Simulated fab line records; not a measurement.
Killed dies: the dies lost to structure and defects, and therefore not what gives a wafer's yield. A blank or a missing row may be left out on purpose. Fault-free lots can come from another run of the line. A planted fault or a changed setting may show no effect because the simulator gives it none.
Comparing a struck lot with a sound one / flow n5_finfet / 15 out of 1938 route steps
Sound: these wafers, L194.1, L194.2, L194.4. Struck: wafer L208.6 (left out: L208.1, L208.5 of the same lot, which were not struck); the cause appears at the end.
Per side, at each step with rows, come the tool, then ch with its chambers, and then its first start. Under that, the readings that differ: sound wafers / struck wafers / difference of the means / sigmas: that difference in standard deviations of wafers without a fault.
alike: a reading whose means differ by less than 2 such deviations, as well as words and numbers matching on both sides. not compared: withheld readings; readings where some wafer has no value; bounds like >300 that might hide an equal value; numbers whose values overlap and for which the record gives no deviation.
The two part at a step that has a row with sigmas, a row that says differs or no value, or rows on one side only. Numbers that have no deviation but don't overlap get no sigmas and don't part them. A reading missing from all wafers of one side parts the sides only when that side holds two or more wafers.

first, 7 steps without rows for these wafers: N5_BEOL_M9_COAT_75 (time 60 s, resist thk 5 nm); N5_BEOL_M9_COAT_22 (resist thk 30 nm); N5_BEOL_M9_EBR_24; N5_BEOL_M9_SOFTBAKE_23 (time 60 s); N5_BEOL_M9_EXPOSE_25 (exposes mask V8); N5_BEOL_M9_PEB_26 (peb time 60 s); N5_BEOL_M9_DEVELOP_27 (develop time 30 s).
N5_BEOL_M9_CD_MEAS_28: target cd 70 nm.
  sound on cd_sem-03 ch 0, day 10 17:44; struck on cd_sem-03 ch 0, day 14 09:23
  alike: cd_nm
N5_BEOL_M9_OVL_MEAS_29:
  sound on overlay-02 ch 0, day 10 17:47; struck on overlay-02 ch 0, day 14 09:25
  alike: V8_OVL
N5_BEOL_M9_INSPECT_30: inspects for defects (brightfield).
  sound on defect_inspect-02 at day 10 17:50; struck on defect_inspect-02 at day 14 09:28
  alike: raw_defect_count
N5_BEOL_M9_DESCUM_33: chemistry O2, time 7 s.
  sound on rie_diel-03 ch 0,1,2, day 10 18:05; struck on rie_diel-03 ch 3, day 14 09:30
reading=chamber_pressure_mTorr (mTorr); sound=20.005 20.007 20.001; struck=20.041; difference=+0.037; sigmas=+2
reading=rf_vpp_V (V); sound=242.5 244.5 242.4; struck=240.9; difference=-2.2; sigmas=-2
reading=showerhead_plenum_p_Torr (Torr); sound=2.16 2.08 2.04; struck=1.96; difference=-0.13; sigmas=-2
  alike: drypump_motor_current_A, o2_flow_sccm, oes_product_au, throttle_valve_pct
  not compared: rf_hours_counter_h
N5_BEOL_M9_ETCH_76: etches underlayer in N2/H2, target depth 6.5 nm, time 5.2 s.
  sound on rie_diel-03 ch 0,1,2, day 10 18:07; struck on rie_diel-03 ch 3, day 14 09:32
reading=rf_vpp_V (V); sound=526.7 523.5 522.9; struck=519.5; difference=-4.9; sigmas=-3
reading=showerhead_plenum_p_Torr (Torr); sound=2.59 2.52 2.50; struck=2.40; difference=-0.14; sigmas=-3
  alike: chamber_pressure_mTorr, drypump_motor_current_A, etch_rf_on_time_s, oes_product_au, throttle_valve_pct
  not compared: rf_hours_counter_h
N5_BEOL_M9_ETCH_65: etches SiARC in CF4, target depth 15.6 nm, time 26 s.
  sound on rie_diel-03 ch 0,1,2, day 10 18:08; struck on rie_diel-03 ch 3, day 14 09:33
reading=cf4_flow_sccm (sccm); sound=100.18 99.89 99.95; struck=129.95; difference=+29.94; sigmas=+99 or more
reading=showerhead_plenum_p_Torr (Torr); sound=2.15 2.13 2.10; struck=2.23; difference=+0.10; sigmas=+3
reading=throttle_valve_pct (%); sound=15.48 16.10 16.17; struck=17.03; difference=+1.11; sigmas=+5
  alike: chamber_pressure_mTorr, drypump_motor_current_A, etch_rf_on_time_s, mfc_ar_sccm, oes_product_au, rf_vpp_V
  not compared: rf_hours_counter_h
N5_BEOL_M9_ETCH_66: etches SOC in N2/H2, target depth 80 nm, overetch 16 nm, time 120 s.
  sound on rie_diel-03 ch 0,1,2, day 10 18:10; struck on rie_diel-03 ch 3, day 14 09:35
reading=rf_vpp_V (V); sound=525.8 523.7 523.9; struck=518.3; difference=-6.2; sigmas=-4
reading=showerhead_plenum_p_Torr (Torr); sound=2.59 2.52 2.50; struck=2.40; difference=-0.14; sigmas=-3
  alike: chamber_pressure_mTorr, drypump_motor_current_A, oes_product_au, throttle_valve_pct
  not compared: rf_hours_counter_h
then, 1 step without rows for these wafers: N5_PASSIVATION_PROBE_49.

== WHERE THEY PART ==
At N5_BEOL_M9_DESCUM_33 first; at N5_BEOL_M9_ETCH_66 last (within this record only).

WHY: what had been put in by the simulator
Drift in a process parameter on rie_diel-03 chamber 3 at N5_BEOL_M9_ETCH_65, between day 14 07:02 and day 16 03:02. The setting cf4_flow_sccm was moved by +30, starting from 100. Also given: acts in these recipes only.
